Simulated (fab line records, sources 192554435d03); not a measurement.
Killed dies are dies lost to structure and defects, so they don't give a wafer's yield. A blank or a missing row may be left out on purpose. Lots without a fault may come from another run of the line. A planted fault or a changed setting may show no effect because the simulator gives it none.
Split-lot experiment | flow n5_finfet | 7 lots, 39 wafers read, on a route of 1938 steps

THE SPLIT
At N5_BEOL_M15_SPUTTER_44 (material Ta, target thk 15 nm, time 24.19 s), the setting target_thk_a was moved away from the recipe's 150 angstrom on 15 of the 39 wafers read, by -45.1% to +56.5%. The other wafers ran this setting at the recipe's value.

FROM THE SPLIT TO THE READING: what the file shows between them, 3 steps
- N5_BEOL_M15_SPUTTER_45: material Cu, target thk 100 nm, time 16.67 s
- N5_BEOL_M15_ECD_47: material Cu, target thk 1860 nm
- N5_BEOL_M15_ANNEAL_48: time 90 s

THE READING
barrier_field_endpoint_s, in s, at N5_BEOL_M15_CMP_49 (polishes, stops on SiO2, t overpolish 4.9 s, target thk 850 nm). Fault-free wafers of this fab line usually give 11.37 s, standard deviation 0.24 s.

wafer  | tool, chamber at the split | target_thk_a as run, angstrom | against the recipe | barrier_field_endpoint_s, s | against lot-mates on the recipe
L074.4 | pvd_sputter-01, -          | 150                           | recipe             | 11.58                       | -
L074.3 | pvd_sputter-01, -          | 150                           | recipe             | 11.64                       | -
L074.1 | pvd_sputter-01, -          | 150                           | recipe             | 11.50                       | -
L074.2 | pvd_sputter-01, -          | 150                           | recipe             | 11.84                       | -
L074.6 | pvd_sputter-01, -          | 150                           | recipe             | 11.76                       | -
L074.5 | pvd_sputter-01, -          | 150                           | recipe             | 11.81                       | -
L075.1 | pvd_sputter-02, -          | 114.7                         | -23.5%             | 9.96                        | -1.40
L075.3 | pvd_sputter-02, -          | 150                           | recipe             | 11.25                       | -
L075.2 | pvd_sputter-02, -          | 114.7                         | -23.5%             | 9.86                        | -1.50
L075.4 | pvd_sputter-02, -          | 114.7                         | -23.5%             | 10.16                       | -1.20
L075.5 | pvd_sputter-02, -          | 150                           | recipe             | 11.22                       | -
L075.6 | pvd_sputter-02, -          | 150                           | recipe             | 11.61                       | -
L082.2 | pvd_sputter-03, -          | 234.8                         | +56.5%             | 14.26                       | +3.10
L082.1 | pvd_sputter-03, -          | 234.8                         | +56.5%             | 14.18                       | +3.02
L082.4 | pvd_sputter-03, -          | 234.8                         | +56.5%             | 14.57                       | +3.41
L082.3 | pvd_sputter-03, -          | 150                           | recipe             | 11.44                       | -
L082.6 | pvd_sputter-03, -          | 150                           | recipe             | 11.03                       | -
L082.5 | pvd_sputter-03, -          | 150                           | recipe             | 11.01                       | -
L089.4 | pvd_sputter-01, -          | 150                           | recipe             | 11.00                       | -
L089.3 | pvd_sputter-01, -          | 150                           | recipe             | 11.33                       | -
L089.6 | pvd_sputter-01, -          | 150                           | recipe             | 10.77                       | -
L087.3 | pvd_sputter-03, -          | 82.38                         | -45.1%             | 8.79                        | -2.55
L087.1 | pvd_sputter-03, -          | 82.38                         | -45.1%             | 9.03                        | -2.31
L087.2 | pvd_sputter-03, -          | 150                           | recipe             | 11.36                       | -
L087.4 | pvd_sputter-03, -          | 150                           | recipe             | 11.29                       | -
L087.6 | pvd_sputter-03, -          | 150                           | recipe             | 11.36                       | -
L087.5 | pvd_sputter-03, -          | 82.38                         | -45.1%             | 9.02                        | -2.32
L088.1 | pvd_sputter-03, -          | 99.97                         | -33.4%             | 9.33                        | -1.78
L088.3 | pvd_sputter-03, -          | 99.97                         | -33.4%             | 9.45                        | -1.66
L088.4 | pvd_sputter-03, -          | 150                           | recipe             | 11.28                       | -
L088.2 | pvd_sputter-03, -          | 150                           | recipe             | 10.93                       | -
L088.6 | pvd_sputter-03, -          | 150                           | recipe             | 11.12                       | -
L088.5 | pvd_sputter-03, -          | 99.97                         | -33.4%             | 9.64                        | -1.47
L090.3 | pvd_sputter-02, -          | 186.9                         | +24.6%             | 12.74                       | +1.40
L090.2 | pvd_sputter-02, -          | 150                           | recipe             | 11.27                       | -
L090.4 | pvd_sputter-02, -          | 186.9                         | +24.6%             | 12.81                       | +1.47
L090.1 | pvd_sputter-02, -          | 150                           | recipe             | 11.33                       | -
L090.6 | pvd_sputter-02, -          | 186.9                         | +24.6%             | 12.62                       | +1.28
L090.5 | pvd_sputter-02, -          | 150                           | recipe             | 11.42                       | -

THE FIT
A straight line over all 39 wafers: barrier_field_endpoint_s changes by +0.054 s for each +1% of target_thk_a; r = +0.98; the points scatter about the line by 0.24 s.
The same after taking each lot's own level away (the mean of its wafers on the recipe; 39 wafers): +0.0545 s for each +1%; r = +0.99; scatter 0.16 s.
On that fit, the largest move of target_thk_a shifts the reading by 3.1 s.
The lots' own levels span 11.033 to 11.688 s, that is 2.7 times the standard deviation above.
So the lot-to-lot level changes the slope little: the two slopes agree.
Check: with one of the wafers moved furthest among these (+56.5%) left out of the fit, the line predicts +3.1 s for it against its lot-mates. It came out at +3.1 s against them.

THE WHOLE CHAIN: every reading that the file lists as answering this split, in the file's order
step                   | what it does                                                   | reading                                                                           | change (the file's fit)               | r (the file's)
N5_BEOL_M15_SPUTTER_44 | material Ta, target thk 15 nm, time 24.19 s                    | Ta_of_BEOL_M15_SPUTTER_44.thk_nm (the simulator's own value, which no gauge read) | +0.15 nm for each +1% of the setting  | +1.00
N5_BEOL_M15_CMP_49     | polishes, stops on SiO2, t overpolish 4.9 s, target thk 850 nm | barrier_field_endpoint_s                                                          | +0.0544 s for each +1% of the setting | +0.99

THE FILE'S OWN FIT
barrier_field_endpoint_s changes by +0.0544 s for each +1% of target_thk_a, r = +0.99.
